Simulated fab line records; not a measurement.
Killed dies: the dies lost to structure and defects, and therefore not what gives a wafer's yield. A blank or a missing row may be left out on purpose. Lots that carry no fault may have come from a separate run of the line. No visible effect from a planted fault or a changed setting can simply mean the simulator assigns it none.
Problem report, 8D (eight disciplines) form, completed by code    flow nand-harc    the parts of the form that need people (team, actions taken, sign-off) are left out

## 1. THE ISSUE
On 2 wafers of 1 lot, cd-nm at NHARC_P_M0_CD_MEAS_09 has a mean of 78.3 nm; fault-free wafers read 89.8 nm, standard deviation 0.71. Relative to the usual mean, that is a shift of -16 standard deviations.
The step: target cd 90 nm.
Seen first at day 13 01:10 on cd-sem-02, wafer L431.1. At this step, 39 wafers from 13 lots have a number in the record. By rule, "out" or "out of limits" means more than 4 standard deviations away from the usual mean. Any other wafer with a number is counted as sound.

## 2. WHAT IT IS, WHAT IT ISN'T
question                     is                 is not
which readings at this step  cd-nm              -
which lots                   L431               L415, L416, L417, L418, L419, L420, L421, L424, L430, L432, L434, L438
which wafers of those lots   L431.1, L431.2     L431.3
read on which gauges         cd-sem-02          cd-sem-01, cd-sem-03
when                         from day 13 01:10  up to then (28 sound wafers); but 9 sound wafers of L432, L434, L438 came after

## 3. WHAT RULES OUT EACH SUSPECT
Counting: if a tool at a process step up to the reading ran every lot that is out, it stays a suspect. Sound lots after the first of them don't rule it out here, since some wafers of a struck lot are sound.
- ruled out: the gauge at NHARC_P_M0_CD_MEAS_09. All the wafers that are out were read on cd-sem-02, but those of them that NHARC_P_M0_PEB_07 has rows for are out there too, on other tools.
- rie-diel-05 at NHARC_P_CONTACT_ETCH_35 (etches the open film in CF4, target depth 39 nm, time 65 s): kept. L431, the lot that is out, went through it at day 12 21:13; up to then, the latest sound lot through it was L420 at day 7 20:53.
- rie-diel-11 at NHARC_P_CONTACT_STRIP_28 (strips in O2): kept. L431, the lot that is out, went through it at day 12 22:04; up to then, the latest sound lot through it was L424 at day 10 00:55.
- litho-track-06 at NHARC_P_M0_PEB_07 (peb time 65 s): kept. L431, the lot that is out, went through it at day 13 01:05; up to then, the latest sound lot through it was L420 at day 8 00:43. On those wafers its own readings are out: heater-power-total-W.
- Within rie-diel-05 at NHARC_P_CONTACT_ETCH_35: the wafers that are out ran in chambers 0, 2; their sound lot-mates ran in chamber 1.
- Within rie-diel-11 at NHARC_P_CONTACT_STRIP_28: the wafers that are out ran in chambers 0, 1; their sound lot-mates ran in chamber 2.
After the count, these remain: rie-diel-05 at NHARC_P_CONTACT_ETCH_35, rie-diel-11 at NHARC_P_CONTACT_STRIP_28 and litho-track-06 at NHARC_P_M0_PEB_07.

## 4. THE CAUSE (what the simulator had put in)
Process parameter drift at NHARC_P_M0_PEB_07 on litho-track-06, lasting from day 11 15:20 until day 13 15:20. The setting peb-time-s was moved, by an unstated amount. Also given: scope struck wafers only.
Of the 3 suspects that counting leaves, this tool is one.

## 5. SEQUENCE OF EFFECTS, ordered by route
Each row: a reading whose mean over the struck wafers that have a number lies more than 3 standard deviations from the usual. Readings are gone through only where the record gives a usual standard deviation; hours: the median, over the lots, of the time from a lot's start at the first step in this table giving one to that lot's start at this step; sigmas: the change measured in usual standard deviations.
hours  step                   reading               usual    on struck wafers  change  sigmas
0      NHARC_P_M0_PEB_07      heater-power-total-W  156.6 W  185.2             +28.6   +66
0      NHARC_P_M0_CD_MEAS_09  cd-nm                 89.8 nm  78.3              -11.5   -16
Here are the process steps it includes:
- NHARC_P_M0_PEB_07: peb time 65 s.

## 6. HOW IT WOULD HAVE BEEN CAUGHT EARLIER
The first out-of-limits reading at a measuring or inspecting step in this record came at day 13 01:10, 34 hours after the fault's start at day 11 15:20.
The tool's own readings at NHARC_P_M0_PEB_07 were out on every struck wafer that the step has a row for (heater-power-total-W): an alarm limit on them would have fired on the first of those.
By day 13 01:10, every lot that is out (1) had started NHARC_P_M0_PEB_07 on litho-track-06. Tool hold at that time: it would have spared none of them.
